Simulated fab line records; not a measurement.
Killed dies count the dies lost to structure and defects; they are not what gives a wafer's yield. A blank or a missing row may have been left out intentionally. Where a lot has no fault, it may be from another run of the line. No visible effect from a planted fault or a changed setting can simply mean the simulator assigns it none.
Comparing a struck lot with a sound one + flow n5-finfet + 16 steps out of a route of 1938
Sound: these wafers, L542.1, L542.2, L542.3. Struck: wafers L531.1, L531.2, L531.6. Last of all comes the cause.
Per side, at each step with rows, come the tool, then ch with its chambers, and then its first start. Under that, the readings that differ: sound wafers + struck wafers + difference of the means + sigmas: that difference in standard deviations of wafers without a fault.
alike: readings with means less than 2 such deviations apart, plus words and numbers identical on both sides. not compared: withheld readings, readings lacking a value on some wafer, bounds such as >300 that could conceal the same value, and numbers that have no deviation in the record and whose values overlap.
The two part at a step that has a row with sigmas, a row that says differs or no value, or rows on one side only. When numbers do not overlap yet have no deviation, they are printed without sigmas and do not part them. A reading missing from all wafers of one side parts the sides only when that side holds two or more wafers.

first, 2 steps without rows for these wafers: N5_STI_FIN_REVEAL_STRIP_35 (strips Si3N4 in H3PO4, target depth 4 nm, time 39 s); N5_STI_FIN_REVEAL_SRD_21 (time 30 s).
N5_STI_FIN_REVEAL_OXIDATION_33: chemistry O2 PLASMA REMOTE, time 20 s.
  sound on plasma-asher-02 ch 0,1, day 7 12:21; struck on plasma-asher-02 ch 0,1, day 4 20:35
  alike: drypump-motor-current-A, heater-power-w, temp-c
  not compared: rf-hours-counter-h
then, 2 steps without rows for these wafers: N5_STI_FIN_REVEAL_CLEAN_19 (cleans in O3/DIW, time 120 s); N5_STI_FIN_REVEAL_SRD_23 (time 30 s).
N5_STI_FIN_REVEAL_CD_MEAS_22: target cd 6.238 nm, pitch 28 nm.
  struck on cd-sem-01, day 4 21:03; sound on cd-sem-02, day 7 12:31
  alike: cd-nm
N5_STI_FIN_REVEAL_FIN_H_MEAS_10:
  struck on ocd-01, day 4 21:05; sound on ocd-01, day 7 12:33
  alike: trench-depth-nm
then, 2 steps without rows for these wafers: N5_STI_FIN_REVEAL_PRECLEAN_18 (cleans in SC2, time 45 s); N5_STI_FIN_REVEAL_SRD_28 (time 30 s).
N5_STI_FIN_REVEAL_INSPECT_13: inspects for defects (darkfield).
  struck on defect-inspect-01, day 4 21:12; sound on defect-inspect-02, day 7 12:38
  alike: raw-defect-count
then, 2 steps without rows for these wafers: N5_DUMMY_GATE_PRECLEAN_00 (cleans in O3/DIW, time 60 s); N5_DUMMY_GATE_SRD_01 (time 30 s).
N5_DUMMY_GATE_ALD_02: deposits SiO2, target thk 2 nm, pulse time 1 s.
  sound on ald-sin-01 ch 0,2,3, day 7 12:49; struck on ald-sin-04 ch 1,2, day 4 22:22
  no value came back on the struck wafers for chamber-pressure-Torr (Torr), heater-power-outer-w (W), heater-power-w (W), precursor-pulse-height-rel; on the sound wafers chamber-pressure-Torr (Torr) reads 1.993 1.997 2.000
then, 1 step without rows for these wafers: N5_DUMMY_GATE_CVD_03 (deposits a-Si from SiH4, target thk 150 nm, time 8042 s).
N5_BEOL_M4_RC_MEAS_101:
  the record has rows for the sound wafers here (prober-02 ch 0, day 12 18:53) and none for the struck ones
-- here the record skips 9 days between the struck wafers' starts before and after, leaving off in module BEOL_M4 and picking up in module PASSIVATION (first step shown: number 1936 of the route) --
N5_PASSIVATION_PROBE_49:
  struck on prober-02, day 13 22:53; sound on prober-01, day 16 22:32
| reading             | sound      | struck         | difference | sigmas |
|---------------------|------------|----------------|------------|--------|
| killed-at-front-end | 28 48 42   | 1106 1113 1091 | +1064      | +89    |
| killed-dies         | 99 100 113 | 1157 1163 1159 | +1056      | +66    |
| killed-on-rim       | 14 15 11   | 152 152 152    | +139       | +35    |
  alike: killed_at_M0_to_M3, killed_at_M4_up, killed-at-contacts, killed-at-other, killed-open, killed-short

WHERE THEY PART
First at N5_DUMMY_GATE_ALD_02; last, within this record, at N5_PASSIVATION_PROBE_49.

WHY: whatever the simulator had introduced
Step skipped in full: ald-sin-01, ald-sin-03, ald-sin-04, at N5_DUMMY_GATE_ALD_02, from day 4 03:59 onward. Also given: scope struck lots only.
